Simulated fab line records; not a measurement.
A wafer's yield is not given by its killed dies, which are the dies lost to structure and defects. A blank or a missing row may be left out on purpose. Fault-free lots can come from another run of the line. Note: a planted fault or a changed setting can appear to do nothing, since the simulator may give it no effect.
Split-lot study + flow n5_finfet + 39 wafers read across 7 lots, on a route 1938 steps long

== ON THE SPLIT ==
At N5_SD_EPI_N_LINER_46 (material SiNx, target thk 3 nm), the setting target_thk_a was moved away from the recipe's 30 angstrom on 12 of the 39 wafers read, by -13.9% to -5.1%. For the rest of the wafers, this setting stayed at what the recipe calls for.

The reading comes from the split's own step.

== THE READING ==
SiNx_of_SD_EPI_N_LINER_46.thk_nm (the simulator's own value, which no gauge read), in nm, at N5_SD_EPI_N_LINER_46 (material SiNx, target thk 3 nm). No usual value for it is given in the file.

| wafer  | tool, chamber at the split | target_thk_a as run, angstrom | against the recipe | SiNx_of_SD_EPI_N_LINER_46.thk_nm, nm | against lot-mates on the recipe |
|--------|----------------------------|-------------------------------|--------------------|--------------------------------------|---------------------------------|
| L075.1 | ald_sin-01, 2,3,0          | 28.48                         | -5.1%              | 2.8                                  | -0.2                            |
| L075.2 | ald_sin-01, 2,3,0          | 28.48                         | -5.1%              | 2.8                                  | -0.2                            |
| L075.4 | ald_sin-01, 2,3,0          | 28.48                         | -5.1%              | 2.8                                  | -0.2                            |
| L075.3 | ald_sin-01, 1,3,0          | 30                            | recipe             | 3                                    | -                               |
| L075.5 | ald_sin-01, 1,3,0          | 30                            | recipe             | 3                                    | -                               |
| L075.6 | ald_sin-01, 1,3,0          | 30                            | recipe             | 3                                    | -                               |
| L076.1 | ald_sin-01, 2,0,3          | 30                            | recipe             | 3                                    | -                               |
| L076.5 | ald_sin-01, 2,0,3          | 30                            | recipe             | 3                                    | -                               |
| L076.6 | ald_sin-01, 2,0,3          | 30                            | recipe             | 3                                    | -                               |
| L076.2 | ald_sin-01, 0,1,3          | 27.91                         | -7.0%              | 2.8                                  | -0.2                            |
| L076.3 | ald_sin-01, 0,1,3          | 27.91                         | -7.0%              | 2.8                                  | -0.2                            |
| L076.4 | ald_sin-01, 0,1,3          | 27.91                         | -7.0%              | 2.8                                  | -0.2                            |
| L085.1 | ald_sin-01, 1,3,1          | 30                            | recipe             | 3                                    | -                               |
| L085.2 | ald_sin-01, 1,3,1          | 30                            | recipe             | 3                                    | -                               |
| L085.5 | ald_sin-01, 1,3,1          | 30                            | recipe             | 3                                    | -                               |
| L085.3 | ald_sin-01, 2,0,0          | 25.84                         | -13.9%             | 2.6                                  | -0.4                            |
| L085.4 | ald_sin-01, 2,0,0          | 25.84                         | -13.9%             | 2.6                                  | -0.4                            |
| L085.6 | ald_sin-01, 2,0,0          | 25.84                         | -13.9%             | 2.6                                  | -0.4                            |
| L087.2 | ald_sin-01, 1,0,1          | 30                            | recipe             | 3                                    | -                               |
| L087.3 | ald_sin-01, 1,0,1          | 30                            | recipe             | 3                                    | -                               |
| L087.6 | ald_sin-01, 1,0,1          | 30                            | recipe             | 3                                    | -                               |
| L088.1 | ald_sin-02, 3,1,0,2,0,1    | 30                            | recipe             | 3                                    | -                               |
| L088.2 | ald_sin-02, 3,1,0,2,0,1    | 30                            | recipe             | 3                                    | -                               |
| L088.3 | ald_sin-02, 3,1,0,2,0,1    | 30                            | recipe             | 3                                    | -                               |
| L088.4 | ald_sin-02, 3,1,0,2,0,1    | 30                            | recipe             | 3                                    | -                               |
| L088.5 | ald_sin-02, 3,1,0,2,0,1    | 30                            | recipe             | 3                                    | -                               |
| L088.6 | ald_sin-02, 3,1,0,2,0,1    | 30                            | recipe             | 3                                    | -                               |
| L092.1 | ald_sin-03, 2,3,0,1,1,0    | 30                            | recipe             | 3                                    | -                               |
| L092.2 | ald_sin-03, 2,3,0,1,1,0    | 30                            | recipe             | 3                                    | -                               |
| L092.3 | ald_sin-03, 2,3,0,1,1,0    | 30                            | recipe             | 3                                    | -                               |
| L092.4 | ald_sin-03, 2,3,0,1,1,0    | 30                            | recipe             | 3                                    | -                               |
| L092.5 | ald_sin-03, 2,3,0,1,1,0    | 30                            | recipe             | 3                                    | -                               |
| L092.6 | ald_sin-03, 2,3,0,1,1,0    | 30                            | recipe             | 3                                    | -                               |
| L097.1 | ald_sin-02, 1,0,2          | 27.6                          | -8.0%              | 2.8                                  | -0.2                            |
| L097.4 | ald_sin-02, 1,0,2          | 27.6                          | -8.0%              | 2.8                                  | -0.2                            |
| L097.6 | ald_sin-02, 1,0,2          | 27.6                          | -8.0%              | 2.8                                  | -0.2                            |
| L097.2 | ald_sin-02, 0,2,1          | 30                            | recipe             | 3                                    | -                               |
| L097.3 | ald_sin-02, 0,2,1          | 30                            | recipe             | 3                                    | -                               |
| L097.5 | ald_sin-02, 0,2,1          | 30                            | recipe             | 3                                    | -                               |
Rows listing several chambers each stand for several wafers; the file does not say which wafer went through which chamber.

FIT RESULTS
A straight line over all 39 wafers: SiNx_of_SD_EPI_N_LINER_46.thk_nm changes by +0.0287 nm for each +1% of target_thk_a; r = +0.99; the points scatter about the line by 0.018 nm.
The same after taking each lot's own level away (the mean of its wafers on the recipe; 39 wafers): +0.0287 nm for each +1%; r = +0.99; scatter 0.018 nm.
According to that fit, moving target_thk_a by its largest amount changes the reading by 0.4 nm.
The lots' own levels span 3.00 to 3.00 nm.
Consequently the slope shifts little with the lot-to-lot level, the two slopes agreeing.
Check: -0.4 nm against its lot-mates is what the line predicts for one of the wafers moved furthest among these (-13.9%) when that wafer is left out of the fit. Against them it came out at -0.4 nm.

== FURTHER SPLITS ON THESE WAFERS ==
These wafers also went through other splits before the reading. Each is held against what the fit with the lots' levels taken away leaves over:
| other split on the same wafers       | wafers away from the commonest value | r with SiNx_of_SD_EPI_N_LINER_46.thk_nm (lot level and that fit taken away) |
|--------------------------------------|--------------------------------------|-----------------------------------------------------------------------------|
| N5_WELL_APT_IMPLANT_15 energy_kev    | 9                                    | -0.16                                                                       |
| N5_WELL_APT_EXPOSE_22 dose_mj        | 15                                   | -0.24                                                                       |
| N5_DUMMY_GATE_EXPOSE_12 dose_mj      | 15                                   | -0.07                                                                       |
| N5_DUMMY_GATE_ETCH_31 target_depth_a | 18                                   | +0.35                                                                       |

== THE FILE'S OWN FIT ==
SiNx_of_SD_EPI_N_LINER_46.thk_nm changes by +0.0289 nm for each +1% of target_thk_a, r = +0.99.
